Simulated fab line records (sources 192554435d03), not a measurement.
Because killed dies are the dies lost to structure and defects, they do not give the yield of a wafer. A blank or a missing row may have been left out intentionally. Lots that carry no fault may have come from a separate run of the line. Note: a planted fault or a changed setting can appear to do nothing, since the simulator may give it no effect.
Split-lot study | flow n5 finfet | 7 lots, 39 wafers read, on a route of 1938 steps

## ON THE SPLIT
At N5_MOL_CONTACT_COAG_ETCH_110 (etches Si in CF4/O2, target depth 2.5 nm, time 8 s), the setting bias w was moved away from the recipe's 12 W on 18 of the 39 wafers read, by -18.4% to +14.5%. The other wafers ran this setting at the recipe's value.

The reading is taken at the split's own step.

## THE READING
rf vpp V, in V, at N5_MOL_CONTACT_COAG_ETCH_110 (etches Si in CF4/O2, target depth 2.5 nm, time 8 s). A value of 127.4 V with a standard deviation of 2.8 V is what fault-free wafers of this fab line usually give.

wafer  | tool, chamber at the split | bias w as run, W | against the recipe | rf vpp V, V | against lot-mates on the recipe
L074.1 | rie diel-02, 2             | 12               | recipe             | 127.1       | -
L074.2 | rie diel-02, 3             | 10.46            | -12.8%             | 109.5       | -19.6
L074.3 | rie diel-02, 1             | 12               | recipe             | 131.6       | -
L074.4 | rie diel-02, 0             | 12               | recipe             | 128.5       | -
L074.5 | rie diel-02, 1             | 10.46            | -12.8%             | 118.0       | -11.1
L074.6 | rie diel-02, 0             | 10.46            | -12.8%             | 113.7       | -15.4
L075.1 | rie diel-05, 3             | 12               | recipe             | 132.0       | -
L075.2 | rie diel-05, 0             | 12               | recipe             | 128.6       | -
L075.3 | rie diel-05, 2             | 12               | recipe             | 125.0       | -
L075.4 | rie diel-05, 1             | 12.72            | +6.0%              | 133.0       | +4.5
L075.5 | rie diel-05, 0             | 12.72            | +6.0%              | 136.1       | +7.6
L075.6 | rie diel-05, 3             | 12.72            | +6.0%              | 138.0       | +9.5
L078.2 | rie diel-02, 0             | 12               | recipe             | 127.9       | -
L078.5 | rie diel-02, 0             | 12               | recipe             | 126.5       | -
L078.6 | rie diel-02, 1             | 12               | recipe             | 131.8       | -
L082.1 | rie diel-02, 0             | 12.83            | +6.9%              | 136.0       | +7.6
L082.2 | rie diel-02, 1             | 12.83            | +6.9%              | 139.5       | +11.1
L082.3 | rie diel-02, 2             | 12               | recipe             | 126.4       | -
L082.4 | rie diel-02, 0             | 12               | recipe             | 127.9       | -
L082.5 | rie diel-02, 2             | 12.83            | +6.9%              | 135.3       | +6.9
L082.6 | rie diel-02, 1             | 12               | recipe             | 130.9       | -
L086.1 | rie diel-02, 2             | 12               | recipe             | 128.0       | -
L086.2 | rie diel-02, 3             | 13.74            | +14.5%             | 137.0       | +11.2
L086.3 | rie diel-02, 0             | 12               | recipe             | 126.4       | -
L086.4 | rie diel-02, 2             | 13.74            | +14.5%             | 143.1       | +17.3
L086.5 | rie diel-02, 0             | 13.74            | +14.5%             | 142.2       | +16.4
L086.6 | rie diel-02, 3             | 12               | recipe             | 122.9       | -
L087.1 | rie diel-05, 2             | 10               | -16.7%             | 106.4       | -24.5
L087.2 | rie diel-05, 0             | 12               | recipe             | 128.3       | -
L087.3 | rie diel-05, 3             | 12               | recipe             | 131.8       | -
L087.4 | rie diel-05, 3             | 12               | recipe             | 132.6       | -
L087.5 | rie diel-05, 0             | 10               | -16.7%             | 111.2       | -19.7
L087.6 | rie diel-05, 2             | 10               | -16.7%             | 107.3       | -23.6
L096.1 | rie diel-04, 3             | 9.797            | -18.4%             | 108.2       | -17.2
L096.2 | rie diel-04, 1             | 9.797            | -18.4%             | 106.2       | -19.2
L096.3 | rie diel-04, 2             | 12               | recipe             | 123.7       | -
L096.4 | rie diel-04, 0             | 9.797            | -18.4%             | 107.6       | -17.8
L096.5 | rie diel-04, 1             | 12               | recipe             | 124.6       | -
L096.6 | rie diel-04, 0             | 12               | recipe             | 127.9       | -

THE FIT
A straight line over all 39 wafers: rf vpp V changes by +1.1 V for each +1% of bias w; r = +0.96; the points scatter about the line by 2.9 V.
The same after taking each lot's own level away (the mean of its wafers on the recipe; 39 wafers): +1.14 V for each +1%; r = +0.97; scatter 2.7 V.
Per that fit: largest bias w move, reading shift of 21 V.
Measured against the standard deviation above, the lots' own levels, which go from 125.40 to 130.90 V, span 2.0 times it.
The two slopes are in agreement: the lot-to-lot level therefore moves the slope only a little.
Check: with one of the wafers moved furthest among these (-18.4%) left out of the fit, the line predicts -21.5 V for it against its lot-mates. Against them it came out at -17.2 V.
Tool readings at the split's step, against how far the setting was moved: rf vpp V r = +0.96.

## OTHER SPLITS APPLIED TO THESE WAFERS
These wafers also went through other splits before the reading. Each is held against what the fit with the lots' levels taken away leaves over:
other split on the same wafers      | wafers away from the commonest value | r with rf vpp V (lot level and that fit taken away)
N5_WELL_APT_EXPOSE_22 dose mj       | 18                                   | +0.04
N5_DUMMY_GATE_ETCH_37 source w      | 12                                   | -0.08
N5_MOL_CONTACT_COAG_ETCH_105 bias w | 6                                    | -0.09

## THE WHOLE CHAIN: every reading that the file lists as answering this split, in the file's order
step                         | what it does                                       | reading                                                        | change (the file's fit)                | r (the file's)
N5_MOL_CONTACT_COAG_ETCH_110 | etches Si in CF4/O2, target depth 2.5 nm, time 8 s | rf vpp V                                                       | +1.14 V for each +1% of the setting    | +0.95
N5_MOL_CONTACT_COAG_ETCH_110 | etches Si in CF4/O2, target depth 2.5 nm, time 8 s | etch.depth nm (the simulator's own value, which no gauge read) | +0.0106 nm for each +1% of the setting | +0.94

## THE FILE'S OWN FIT
rf vpp V changes by +1.14 V for each +1% of bias w, r = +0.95.
